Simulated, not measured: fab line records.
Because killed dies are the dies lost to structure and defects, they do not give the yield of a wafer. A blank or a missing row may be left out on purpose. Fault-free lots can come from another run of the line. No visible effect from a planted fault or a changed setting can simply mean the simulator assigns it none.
What tool caused it? :: flow n5 finfet :: 24 lots with 72 wafers sampled at 6 steps, on a route of 1938 steps

== WHAT THE GAUGES SHOWED, per wafer ==
N5_BEOL_M6_INSPECT_13: inspects for defects (brightfield).
lot: L074
measured: day 9 01:21
on: defect inspect-01
raw defect count: 451 412 351

lot: L075
measured: day 9 09:07
on: defect inspect-02
raw defect count: 451 454 551

lot: L076
measured: day 9 18:04
on: defect inspect-01
raw defect count: 369 352 415

lot: L077
measured: day 9 23:20
on: defect inspect-01
raw defect count: 455 530 343

lot: L079
measured: day 9 23:31
on: defect inspect-01
raw defect count: 391 337 500

lot: L078
measured: day 10 04:38
on: defect inspect-02
raw defect count: 515 436 447

lot: L080
measured: day 10 17:49
on: defect inspect-02
raw defect count: 592 785 608

lot: L081
measured: day 10 22:18
on: defect inspect-01
raw defect count: 375 396 374

lot: L082
measured: day 11 01:48
on: defect inspect-01
raw defect count: 314 361 423

lot: L083
measured: day 11 12:56
on: defect inspect-02
raw defect count: 408 545 770

lot: L085
measured: day 11 13:10
on: defect inspect-02
raw defect count: 453 431 385

lot: L084
measured: day 11 18:38
on: defect inspect-01
raw defect count: 410 454 479

lot: L088
measured: day 11 21:22
on: defect inspect-02
raw defect count: 620 391 408

lot: L086
measured: day 11 23:41
on: defect inspect-02
raw defect count: 784 420 636

lot: L087
measured: day 12 18:04
on: defect inspect-01
raw defect count: 554 663 440

lot: L089
measured: day 12 17:53
on: defect inspect-01
raw defect count: 315 356 284

lot: L090
measured: day 13 00:43
on: defect inspect-02
raw defect count: 840 354 372

lot: L091
measured: day 13 20:16
on: defect inspect-01
raw defect count: 312 467 426

lot: L094
measured: day 13 21:32
on: defect inspect-01
raw defect count: 367 449 542

lot: L092
measured: day 13 20:47
on: defect inspect-02
raw defect count: 246 322 223

lot: L093
measured: day 14 00:04
on: defect inspect-02
raw defect count: 301 349 382

lot: L096
measured: day 14 00:16
on: defect inspect-02
raw defect count: 356 268 343

lot: L095
measured: day 14 17:21
on: defect inspect-01
raw defect count: 449 366 371

lot: L097
measured: day 14 23:50
on: defect inspect-01
raw defect count: 266 338 387

N5_BEOL_M6_CD_MEAS_35: target cd 40 nm, target cd y 28 nm.
lot: L074
measured: day 9 02:52
on: cd sem-01
cd nm (nm): 40.9 38.8 39.6

lot: L075
measured: day 9 13:44
on: cd sem-01
cd nm (nm): 40.0 39.2 38.5

lot: L076
measured: day 9 19:46
on: cd sem-03
cd nm (nm): 39.4 39.6 39.9

lot: L077
measured: day 10 01:02
on: cd sem-03
cd nm (nm): 39.6 39.9 39.8

lot: L079
measured: day 10 04:14
on: cd sem-02
cd nm (nm): 39.7 39.4 40.2

lot: L078
measured: day 10 08:52
on: cd sem-02
cd nm (nm): 40.5 39.1 39.7

lot: L080
measured: day 10 21:57
on: cd sem-03
cd nm (nm): 39.1 39.2 39.7

lot: L081
measured: day 11 01:50
on: cd sem-01
cd nm (nm): 39.1 39.7 39.9

lot: L082
measured: day 11 03:49
on: cd sem-03
cd nm (nm): 41.2 39.4 40.8

lot: L083
measured: day 11 15:37
on: cd sem-02
cd nm (nm): 40.9 40.3 39.3

lot: L085
measured: day 11 16:01
on: cd sem-02
cd nm (nm): 39.1 39.5 38.8

lot: L084
measured: day 11 22:32
on: cd sem-02
cd nm (nm): 40.4 40.4 41.0

lot: L088
measured: day 11 23:06
on: cd sem-01
cd nm (nm): 40.3 39.7 39.6

lot: L086
measured: day 12 02:59
on: cd sem-01
cd nm (nm): 39.6 39.6 39.2

lot: L087
measured: day 12 21:08
on: cd sem-01
cd nm (nm): 40.7 40.3 40.2

lot: L089
measured: day 12 21:22
on: cd sem-02
cd nm (nm): 39.8 39.4 39.7

lot: L090
measured: day 13 04:08
on: cd sem-01
cd nm (nm): 39.2 40.6 39.9

lot: L091
measured: day 13 21:47
on: cd sem-02
cd nm (nm): 40.5 40.4 39.9

lot: L094
measured: day 14 00:29
on: cd sem-02
cd nm (nm): 40.4 39.4 39.9

lot: L092
measured: day 14 00:08
on: cd sem-03
cd nm (nm): 39.7 40.5 38.2

lot: L093
measured: day 14 02:53
on: cd sem-01
cd nm (nm): 39.2 39.1 39.6

lot: L096
measured: day 14 02:25
on: cd sem-01
cd nm (nm): 40.7 39.2 40.2

lot: L095
measured: day 14 22:46
on: cd sem-02
cd nm (nm): 41.5 40.1 41.0

lot: L097
measured: day 15 03:34
on: cd sem-02
cd nm (nm): 40.3 40.3 39.5

== WHAT TOOL EACH LOT RAN ON (gives the tool, then ch and the chambers of the sampled wafers, and finally the start) ==
lot: L074
N5_BEOL_M5_CURE_79: uv cure-02 ch 2, day 8 13:40
N5_BEOL_M5_DESCUM_16: rie diel-02 ch 0,1,2, day 8 14:52
N5_BEOL_M5_SURFACE_TREAT_87: pvd sputter-02, day 8 17:58
N5_BEOL_M5_SPUTTER_48: pvd sputter-02, day 8 18:11

lot: L075
N5_BEOL_M5_CURE_79: uv cure-02 ch 1, day 8 19:05
N5_BEOL_M5_DESCUM_16: rie diel-01 ch 0,2,3, day 8 21:46
N5_BEOL_M5_SURFACE_TREAT_87: pvd sputter-01, day 9 01:01
N5_BEOL_M5_SPUTTER_48: pvd sputter-01, day 9 01:16

lot: L076
N5_BEOL_M5_CURE_79: uv cure-02 ch 1, day 9 04:10
N5_BEOL_M5_DESCUM_16: rie diel-03 ch 1,2, day 9 06:29
N5_BEOL_M5_SURFACE_TREAT_87: pvd sputter-03, day 9 09:19
N5_BEOL_M5_SPUTTER_48: pvd sputter-02, day 9 09:36

lot: L077
N5_BEOL_M5_CURE_79: uv cure-01 ch 0, day 9 07:02
N5_BEOL_M5_DESCUM_16: rie diel-01 ch 0,3, day 9 09:14
N5_BEOL_M5_SURFACE_TREAT_87: pvd sputter-03, day 9 14:28
N5_BEOL_M5_SPUTTER_48: pvd sputter-03, day 9 14:40

lot: L079
N5_BEOL_M5_CURE_79: uv cure-02 ch 2, day 9 07:58
N5_BEOL_M5_DESCUM_16: rie diel-01 ch 0,2,3, day 9 09:40
N5_BEOL_M5_SURFACE_TREAT_87: pvd sputter-02, day 9 14:45
N5_BEOL_M5_SPUTTER_48: pvd sputter-01, day 9 15:02

lot: L078
N5_BEOL_M5_CURE_79: uv cure-01 ch 0, day 9 10:38
N5_BEOL_M5_DESCUM_16: rie diel-03 ch 0,2,3, day 9 14:05
N5_BEOL_M5_SURFACE_TREAT_87: pvd sputter-02, day 9 18:41
N5_BEOL_M5_SPUTTER_48: pvd sputter-02, day 9 19:01

lot: L080
N5_BEOL_M5_CURE_79: uv cure-02 ch 1, day 10 04:22
N5_BEOL_M5_DESCUM_16: rie diel-03 ch 0,2,3, day 10 05:49
N5_BEOL_M5_SURFACE_TREAT_87: pvd sputter-01, day 10 09:46
N5_BEOL_M5_SPUTTER_48: pvd sputter-03, day 10 09:58

lot: L081
N5_BEOL_M5_CURE_79: uv cure-01 ch 0, day 10 04:46
N5_BEOL_M5_DESCUM_16: rie diel-01 ch 0,3, day 10 06:07
N5_BEOL_M5_SURFACE_TREAT_87: pvd sputter-01, day 10 12:05
N5_BEOL_M5_SPUTTER_48: pvd sputter-02, day 10 12:23

lot: L082
N5_BEOL_M5_CURE_79: uv cure-03 ch 1, day 10 09:32
N5_BEOL_M5_DESCUM_16: rie diel-01 ch 0,1,3, day 10 11:18
N5_BEOL_M5_SURFACE_TREAT_87: pvd sputter-02, day 10 16:56
N5_BEOL_M5_SPUTTER_48: pvd sputter-02, day 10 17:14

lot: L083
N5_BEOL_M5_CURE_79: uv cure-02 ch 2, day 10 22:11
N5_BEOL_M5_DESCUM_16: rie diel-03 ch 0,2,3, day 11 01:28
N5_BEOL_M5_SURFACE_TREAT_87: pvd sputter-03, day 11 04:21
N5_BEOL_M5_SPUTTER_48: pvd sputter-01, day 11 04:34

lot: L085
N5_BEOL_M5_CURE_79: uv cure-02 ch 2, day 10 22:35
N5_BEOL_M5_DESCUM_16: rie diel-01 ch 0,2,3, day 11 01:44
N5_BEOL_M5_SURFACE_TREAT_87: pvd sputter-03, day 11 04:26
N5_BEOL_M5_SPUTTER_48: pvd sputter-02, day 11 04:40

lot: L084
N5_BEOL_M5_CURE_79: uv cure-02 ch 0, day 11 03:07
N5_BEOL_M5_DESCUM_16: rie diel-01 ch 0,1,3, day 11 04:59
N5_BEOL_M5_SURFACE_TREAT_87: pvd sputter-01, day 11 10:14
N5_BEOL_M5_SPUTTER_48: pvd sputter-02, day 11 10:50

lot: L088
N5_BEOL_M5_CURE_79: uv cure-02 ch 1, day 11 06:07
N5_BEOL_M5_DESCUM_16: rie diel-01 ch 1,2, day 11 09:53
N5_BEOL_M5_SURFACE_TREAT_87: pvd sputter-01, day 11 13:22
N5_BEOL_M5_SPUTTER_48: pvd sputter-03, day 11 13:38

lot: L086
N5_BEOL_M5_CURE_79: uv cure-02 ch 1, day 11 06:36
N5_BEOL_M5_DESCUM_16: rie diel-03 ch 0,3, day 11 10:08
N5_BEOL_M5_SURFACE_TREAT_87: pvd sputter-02, day 11 15:46
N5_BEOL_M5_SPUTTER_48: pvd sputter-01, day 11 16:03

lot: L087
N5_BEOL_M5_CURE_79: uv cure-03 ch 2, day 12 04:42
N5_BEOL_M5_DESCUM_16: rie diel-02 ch 1,2,3, day 12 06:25
N5_BEOL_M5_SURFACE_TREAT_87: pvd sputter-02, day 12 09:43
N5_BEOL_M5_SPUTTER_48: pvd sputter-02, day 12 10:00

lot: L089
N5_BEOL_M5_CURE_79: uv cure-01 ch 1, day 12 04:57
N5_BEOL_M5_DESCUM_16: rie diel-03 ch 1,2,3, day 12 06:37
N5_BEOL_M5_SURFACE_TREAT_87: pvd sputter-02, day 12 09:25
N5_BEOL_M5_SPUTTER_48: pvd sputter-01, day 12 09:46

lot: L090
N5_BEOL_M5_CURE_79: uv cure-01 ch 1, day 12 10:25
N5_BEOL_M5_DESCUM_16: rie diel-01 ch 0,1,3, day 12 13:19
N5_BEOL_M5_SURFACE_TREAT_87: pvd sputter-02, day 12 15:43
N5_BEOL_M5_SPUTTER_48: pvd sputter-02, day 12 15:59

lot: L091
N5_BEOL_M5_CURE_79: uv cure-01 ch 1, day 13 00:46
N5_BEOL_M5_DESCUM_16: rie diel-01 ch 0,1,3, day 13 04:34
N5_BEOL_M5_SURFACE_TREAT_87: pvd sputter-01, day 13 09:34
N5_BEOL_M5_SPUTTER_48: pvd sputter-01, day 13 10:01

lot: L094
N5_BEOL_M5_CURE_79: uv cure-01 ch 2, day 13 05:13
N5_BEOL_M5_DESCUM_16: rie diel-01 ch 1,2,3, day 13 08:36
N5_BEOL_M5_SURFACE_TREAT_87: pvd sputter-02, day 13 12:50
N5_BEOL_M5_SPUTTER_48: pvd sputter-01, day 13 14:38

lot: L092
N5_BEOL_M5_CURE_79: uv cure-03 ch 1, day 13 05:31
N5_BEOL_M5_DESCUM_16: rie diel-02 ch 1,2, day 13 08:41
N5_BEOL_M5_SURFACE_TREAT_87: pvd sputter-03, day 13 12:14
N5_BEOL_M5_SPUTTER_48: pvd sputter-03, day 13 12:35

lot: L093
N5_BEOL_M5_CURE_79: uv cure-01 ch 0, day 13 10:16
N5_BEOL_M5_DESCUM_16: rie diel-02 ch 0,1,3, day 13 12:14
N5_BEOL_M5_SURFACE_TREAT_87: pvd sputter-02, day 13 16:23
N5_BEOL_M5_SPUTTER_48: pvd sputter-02, day 13 16:41

lot: L096
N5_BEOL_M5_CURE_79: uv cure-02 ch 1, day 13 10:19
N5_BEOL_M5_DESCUM_16: rie diel-03 ch 0,2,3, day 13 12:04
N5_BEOL_M5_SURFACE_TREAT_87: pvd sputter-02, day 13 16:26
N5_BEOL_M5_SPUTTER_48: pvd sputter-03, day 13 17:00

lot: L095
N5_BEOL_M5_CURE_79: uv cure-01 ch 1, day 14 01:24
N5_BEOL_M5_DESCUM_16: rie diel-01 ch 0,1,2, day 14 03:06
N5_BEOL_M5_SURFACE_TREAT_87: pvd sputter-02, day 14 08:14
N5_BEOL_M5_SPUTTER_48: pvd sputter-01, day 14 08:32

lot: L097
N5_BEOL_M5_CURE_79: uv cure-01 ch 1, day 14 07:28
N5_BEOL_M5_DESCUM_16: rie diel-03 ch 0,1,3, day 14 08:56
N5_BEOL_M5_SURFACE_TREAT_87: pvd sputter-02, day 14 12:10
N5_BEOL_M5_SPUTTER_48: pvd sputter-03, day 14 12:33
- N5_BEOL_M5_CURE_79: cures SiCOH lowk, time 240 s.
- N5_BEOL_M5_DESCUM_16: chemistry O2, time 7 s.
- N5_BEOL_M5_SURFACE_TREAT_87
- N5_BEOL_M5_SPUTTER_48: material Cu, target thk 15 nm, time 27.62 s.

== AS READ BY THE TOOLS THEMSELVES (means over the sampled wafers that have a number; for cases with no such wafer, the mark the record gives instead) ==
N5_BEOL_M5_CURE_79.
lot: L074
tool: uv cure-02
lamp power pct (%): 52.26
wafer_temp_C_max: 386.2

lot: L075
tool: uv cure-02
lamp power pct (%): 52.28
wafer_temp_C_max: 386.2

lot: L076
tool: uv cure-02
lamp power pct (%): 52.32
wafer_temp_C_max: 385.9

lot: L077
tool: uv cure-01
lamp power pct (%): 52.33
wafer_temp_C_max: 386.4

lot: L079
tool: uv cure-02
lamp power pct (%): 52.34
wafer_temp_C_max: 386.0

lot: L078
tool: uv cure-01
lamp power pct (%): 52.27
wafer_temp_C_max: 386.9

lot: L080
tool: uv cure-02
lamp power pct (%): 52.25
wafer_temp_C_max: 386.0

lot: L081
tool: uv cure-01
lamp power pct (%): 52.31
wafer_temp_C_max: 386.3

lot: L082
tool: uv cure-03
lamp power pct (%): 52.34
wafer_temp_C_max: 386.3

lot: L083
tool: uv cure-02
lamp power pct (%): 52.32
wafer_temp_C_max: 386.0

lot: L085
tool: uv cure-02
lamp power pct (%): 52.31
wafer_temp_C_max: 386.1

lot: L084
tool: uv cure-02
lamp power pct (%): 52.32
wafer_temp_C_max: 386.4

lot: L088
tool: uv cure-02
lamp power pct (%): 52.28
wafer_temp_C_max: 385.9

lot: L086
tool: uv cure-02
lamp power pct (%): 52.29
wafer_temp_C_max: 386.2

lot: L087
tool: uv cure-03
lamp power pct (%): 52.30
wafer_temp_C_max: 387.1

lot: L089
tool: uv cure-01
lamp power pct (%): 52.32
wafer_temp_C_max: 387.1

lot: L090
tool: uv cure-01
lamp power pct (%): 52.37
wafer_temp_C_max: 387.0

lot: L091
tool: uv cure-01
lamp power pct (%): 52.35
wafer_temp_C_max: 386.7

lot: L094
tool: uv cure-01
lamp power pct (%): 52.29
wafer_temp_C_max: 387.3

lot: L092
tool: uv cure-03
lamp power pct (%): 52.34
wafer_temp_C_max: 386.0

lot: L093
tool: uv cure-01
lamp power pct (%): 52.29
wafer_temp_C_max: 386.3

lot: L096
tool: uv cure-02
lamp power pct (%): 52.33
wafer_temp_C_max: 386.2

lot: L095
tool: uv cure-01
lamp power pct (%): 52.31
wafer_temp_C_max: 387.1

lot: L097
tool: uv cure-01
lamp power pct (%): 52.29
wafer_temp_C_max: 386.9

N5_BEOL_M5_DESCUM_16.
lot: L074
tool: rie diel-02
bias power w (W): 19.97
drypump motor current A (A): 5.7
oes product au (a.u.): 0.82
rf fwd power W (W): 49.49
rf vpp V (V): 242.5
showerhead plenum p Torr (Torr): 2.08
throttle valve pct (%): 20.42

lot: L075
tool: rie diel-01
bias power w (W): 20.01
drypump motor current A (A): 6.2
oes product au (a.u.): 0.73
rf fwd power W (W): 49.42
rf vpp V (V): 242.8
showerhead plenum p Torr (Torr): 2.09
throttle valve pct (%): 20.53

lot: L076
tool: rie diel-03
bias power w (W): 20.02
drypump motor current A (A): 5.6
oes product au (a.u.): 0.89
rf fwd power W (W): 49.34
rf vpp V (V): 243.0
showerhead plenum p Torr (Torr): 2.06
throttle valve pct (%): 20.65

lot: L077
tool: rie diel-01
bias power w (W): 20.06
drypump motor current A (A): 6.3
oes product au (a.u.): 0.72
rf fwd power W (W): 49.27
rf vpp V (V): 242.5
showerhead plenum p Torr (Torr): 2.06
throttle valve pct (%): 20.60

lot: L079
tool: rie diel-01
bias power w (W): 20.06
drypump motor current A (A): 6.2
oes product au (a.u.): 0.72
rf fwd power W (W): 49.32
rf vpp V (V): 242.9
showerhead plenum p Torr (Torr): 2.09
throttle valve pct (%): 20.54

lot: L078
tool: rie diel-03
bias power w (W): 20.00
drypump motor current A (A): 5.5
oes product au (a.u.): 0.82
rf fwd power W (W): 49.47
rf vpp V (V): 243.3
showerhead plenum p Torr (Torr): 2.08
throttle valve pct (%): 20.66

lot: L080
tool: rie diel-03
bias power w (W): 20.05
drypump motor current A (A): 5.5
oes product au (a.u.): 0.81
rf fwd power W (W): 49.31
rf vpp V (V): 242.1
showerhead plenum p Torr (Torr): 2.08
throttle valve pct (%): 20.66

lot: L081
tool: rie diel-01
bias power w (W): 19.97
drypump motor current A (A): 6.2
oes product au (a.u.): 0.71
rf fwd power W (W): 49.43
rf vpp V (V): 242.6
showerhead plenum p Torr (Torr): 2.03
throttle valve pct (%): 20.87

lot: L082
tool: rie diel-01
bias power w (W): 20.02
drypump motor current A (A): 6.0
oes product au (a.u.): 0.73
rf fwd power W (W): 49.47
rf vpp V (V): 242.7
showerhead plenum p Torr (Torr): 2.02
throttle valve pct (%): 20.65

lot: L083
tool: rie diel-03
bias power w (W): 20.00
drypump motor current A (A): 5.5
oes product au (a.u.): 0.80
rf fwd power W (W): 49.45
rf vpp V (V): 243.9
showerhead plenum p Torr (Torr): 2.07
throttle valve pct (%): 20.69

lot: L085
tool: rie diel-01
bias power w (W): 19.99
drypump motor current A (A): 6.2
oes product au (a.u.): 0.71
rf fwd power W (W): 49.37
rf vpp V (V): 242.9
showerhead plenum p Torr (Torr): 2.09
throttle valve pct (%): 20.55

lot: L084
tool: rie diel-01
bias power w (W): 19.96
drypump motor current A (A): 5.9
oes product au (a.u.): 0.72
rf fwd power W (W): 49.51
rf vpp V (V): 242.7
showerhead plenum p Torr (Torr): 2.02
throttle valve pct (%): 20.66

lot: L088
tool: rie diel-01
bias power w (W): 20.02
drypump motor current A (A): 5.6
oes product au (a.u.): 0.74
rf fwd power W (W): 49.60
rf vpp V (V): 242.1
showerhead plenum p Torr (Torr): 2.04
throttle valve pct (%): 20.37

lot: L086
tool: rie diel-03
bias power w (W): 19.99
drypump motor current A (A): 5.3
oes product au (a.u.): 0.72
rf fwd power W (W): 49.25
rf vpp V (V): 242.1
showerhead plenum p Torr (Torr): 2.05
throttle valve pct (%): 20.67

lot: L087
tool: rie diel-02
bias power w (W): 19.98
drypump motor current A (A): 5.6
oes product au (a.u.): 0.76
rf fwd power W (W): 49.58
rf vpp V (V): 242.9
showerhead plenum p Torr (Torr): 2.07
throttle valve pct (%): 20.52

lot: L089
tool: rie diel-03
bias power w (W): 20.00
drypump motor current A (A): 5.4
oes product au (a.u.): 0.87
rf fwd power W (W): 49.40
rf vpp V (V): 242.8
showerhead plenum p Torr (Torr): 2.03
throttle valve pct (%): 20.57

lot: L090
tool: rie diel-01
bias power w (W): 19.99
drypump motor current A (A): 5.9
oes product au (a.u.): 0.71
rf fwd power W (W): 49.54
rf vpp V (V): 242.2
showerhead plenum p Torr (Torr): 2.02
throttle valve pct (%): 20.67

lot: L091
tool: rie diel-01
bias power w (W): 19.99
drypump motor current A (A): 5.9
oes product au (a.u.): 0.70
rf fwd power W (W): 49.55
rf vpp V (V): 241.9
showerhead plenum p Torr (Torr): 2.01
throttle valve pct (%): 20.68

lot: L094
tool: rie diel-01
bias power w (W): 20.03
drypump motor current A (A): 5.8
oes product au (a.u.): 0.71
rf fwd power W (W): 49.60
rf vpp V (V): 242.6
showerhead plenum p Torr (Torr): 2.04
throttle valve pct (%): 20.62

lot: L092
tool: rie diel-02
bias power w (W): 19.91
drypump motor current A (A): 5.7
oes product au (a.u.): 0.73
rf fwd power W (W): 49.35
rf vpp V (V): 240.9
showerhead plenum p Torr (Torr): 2.03
throttle valve pct (%): 20.67

lot: L093
tool: rie diel-02
bias power w (W): 20.00
drypump motor current A (A): 5.5
oes product au (a.u.): 0.80
rf fwd power W (W): 49.12
rf vpp V (V): 242.5
showerhead plenum p Torr (Torr): 2.09
throttle valve pct (%): 20.46

lot: L096
tool: rie diel-03
bias power w (W): 19.95
drypump motor current A (A): 5.5
oes product au (a.u.): 0.77
rf fwd power W (W): 49.38
rf vpp V (V): 243.1
showerhead plenum p Torr (Torr): 2.07
throttle valve pct (%): 20.72

lot: L095
tool: rie diel-01
bias power w (W): 19.93
drypump motor current A (A): 5.9
oes product au (a.u.): 0.71
rf fwd power W (W): 49.51
rf vpp V (V): 243.3
showerhead plenum p Torr (Torr): 2.07
throttle valve pct (%): 20.37

lot: L097
tool: rie diel-03
bias power w (W): 19.95
drypump motor current A (A): 5.2
oes product au (a.u.): 0.79
rf fwd power W (W): 49.34
rf vpp V (V): 243.2
showerhead plenum p Torr (Torr): 2.06
throttle valve pct (%): 20.67

N5_BEOL_M5_SPUTTER_48.
lot: L074
tool: pvd sputter-02
throttle valve pct (%): 29.9

lot: L075
tool: pvd sputter-01
throttle valve pct (%): 28.6

lot: L076
tool: pvd sputter-02
throttle valve pct (%): 29.7

lot: L077
tool: pvd sputter-03
throttle valve pct (%): 30.2

lot: L079
tool: pvd sputter-01
throttle valve pct (%): 29.2

lot: L078
tool: pvd sputter-02
throttle valve pct (%): 28.8

lot: L080
tool: pvd sputter-03
throttle valve pct (%): 30.2

lot: L081
tool: pvd sputter-02
throttle valve pct (%): 29.7

lot: L082
tool: pvd sputter-02
throttle valve pct (%): 29.9

lot: L083
tool: pvd sputter-01
throttle valve pct (%): 29.2

lot: L085
tool: pvd sputter-02
throttle valve pct (%): 29.6

lot: L084
tool: pvd sputter-02
throttle valve pct (%): 28.9

lot: L088
tool: pvd sputter-03
throttle valve pct (%): 29.7

lot: L086
tool: pvd sputter-01
throttle valve pct (%): 29.7

lot: L087
tool: pvd sputter-02
throttle valve pct (%): 29.5

lot: L089
tool: pvd sputter-01
throttle valve pct (%): 30.4

lot: L090
tool: pvd sputter-02
throttle valve pct (%): 29.8

lot: L091
tool: pvd sputter-01
throttle valve pct (%): 29.3

lot: L094
tool: pvd sputter-01
throttle valve pct (%): 29.9

lot: L092
tool: pvd sputter-03
throttle valve pct (%): 29.8

lot: L093
tool: pvd sputter-02
throttle valve pct (%): 29.7

lot: L096
tool: pvd sputter-03
throttle valve pct (%): 29.9

lot: L095
tool: pvd sputter-01
throttle valve pct (%): 30.5

lot: L097
tool: pvd sputter-03
throttle valve pct (%): 29.4

== THE ANSWER, worked out from the rows above alone ==
Rule: what is usual is taken from the lots themselves. Put in order of their means at a reading, lots are off if they are a third of the lots or fewer, leave a main group of 4 or more, and stand apart from it by a gap of 3 or more times the standard deviation of the main group's means; of several such gaps the widest counts. A main group whose means are all the same, to the digits that the tables above print for the reading, isn't used. Also off: a lot with no number at a reading for which 4 or more lots have one. The other lots that the step has rows for count as sound. After the gauges, taken in route order, come the tools' own readings; for these a lot's mean is taken, as printed above. At the first step where some lot is off, the reading lying furthest off is the one used; lots without a number count as furthest.
No lot is off at any reading shown: from this, nothing can be told.

== WHAT HAD BEEN PUT IN BY THE SIMULATOR ==
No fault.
